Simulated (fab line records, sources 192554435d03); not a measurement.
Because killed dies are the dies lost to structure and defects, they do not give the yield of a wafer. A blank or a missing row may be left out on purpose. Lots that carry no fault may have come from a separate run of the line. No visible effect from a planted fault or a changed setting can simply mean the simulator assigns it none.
A lot that was struck, set against a sound lot | flow n5Finfet | 15 out of 1938 route steps
Sound: these wafers, L910.1, L910.2, L910.4. Struck: wafers L914.5, L914.6 (left out: L914.3, a lot-mate that was not struck); the cause follows at the end.
Each step with rows lists, per side, the tool, then ch with its chambers, then its first start. Under that, the readings that differ: sound wafers | struck wafers | difference of the means | sigmas: that difference in standard deviations of wafers without a fault.
alike: readings with means less than 2 such deviations apart, plus words and numbers identical on both sides. not compared: withheld readings, readings lacking a value on some wafer, bounds such as >300 that could conceal the same value, and numbers that have no deviation in the record and whose values overlap.
A row with sigmas, a row that says differs or no value, or rows on one side alone: a step with any of these is where the two part. When numbers do not overlap yet have no deviation, they are printed without sigmas and do not part them. Lack of a reading on every wafer of one side parts them only where that side has two or more wafers.

first, 1 step without rows for these wafers: N5_BEOL_M4_ETCH_41 (etches SiCN in CH3F/O2, target depth 29.9 nm, time 52.5 s).
N5_BEOL_M4_STRIP_97: strips in N2/H2, time 10 s.
  sound on rieDiel-04 ch 0,2,3; struck on rieDiel-06 ch 1,2
reading             | sound      | struck | difference                    | sigmas
rfHoursCounterH (h) | 202 219 29 | - -    | no value on the struck wafers | 
  alike: drypumpMotorCurrentA, oesProductAu, rfVppV, showerheadPlenumPTorr, throttleValvePct
N5_BEOL_M4_OCD_MEAS_38:
  sound on ocd-01, day 11 12:41; struck on ocd-02, day 11 21:22
  alike: trenchDepthNm
then, 4 steps without rows for these wafers: N5_BEOL_M4_HM_STRIP_39 (strips TiN in peroxide tin strip, target depth 25 nm, time 158 s); N5_BEOL_M4_SRD_40 (time 30 s); N5_BEOL_M4_PRECLEAN_42 (cleans in residue remover, time 60 s); N5_BEOL_M4_SRD_43 (time 30 s).
N5_BEOL_M4_CD_MEAS_35: target cd 18 nm, target cd y 22.4 nm.
  sound on cdSem-03, day 11 12:56; struck on cdSem-02, day 11 21:31
  alike: cdNm
N5_BEOL_M4_DEGAS_44: time 60 s.
  sound on pvdSputter-03, day 11 13:31; struck on pvdSputter-03, day 11 22:07
  alike: heaterPowerW
then, 1 step without rows for these wafers: N5_BEOL_M4_PRE_CLEAN_45 (time 30 s).
N5_BEOL_M4_ALD_84: deposits TaN, pulse time 2 s, purge time 3 s, co reactant purge time 2 s.
  sound on aldMetal-03 ch 0,1,3, day 11 13:37; struck on aldMetal-02 ch 2,3, day 11 22:14
  alike: heaterPowerW
N5_BEOL_M4_SURFACE_TREAT_85:
  sound on pvdSputter-03, day 11 13:55; struck on pvdSputter-03, day 11 22:32
  not compared: throttleValvePct
N5_BEOL_M4_CVD_47: deposits Co from CCTBA/H2, target thk 3 nm, time 223.8 s.
  sound on cvdCo-01 ch 0,1, day 11 13:58; struck on cvdCo-02 ch 0,1, day 11 22:43
reading        | sound             | struck      | difference | sigmas
runLengthS (s) | 247.2 246.2 246.5 | 415.0 414.2 | +168.0     | +99 or more
N5_BEOL_M4_SPUTTER_48: material Cu, target thk 4.5 nm, time 8.29 s.
  sound on pvdSputter-01, day 11 14:08; struck on pvdSputter-03, day 11 22:55
  alike: throttleValvePct
N5_BEOL_M4_RC_MEAS_101:
  sound on prober-01 ch 0, day 11 17:00; struck on prober-01 ch 0, day 12 02:19
reading       | sound          | struck    | difference | sigmas
DIBL_N (mV/V) | 33.2 34.5 34.7 | 37.3 36.4 | +2.7       | +2
  alike: DIBL_P, IOFF_N, IOFF_P, ION_N, ION_P, SS_N, SS_P, VT_N, VT_P

## WHERE THEY PART
First at N5_BEOL_M4_STRIP_97; last, within this record, at N5_BEOL_M4_RC_MEAS_101.

WHY: what had been put in by the simulator
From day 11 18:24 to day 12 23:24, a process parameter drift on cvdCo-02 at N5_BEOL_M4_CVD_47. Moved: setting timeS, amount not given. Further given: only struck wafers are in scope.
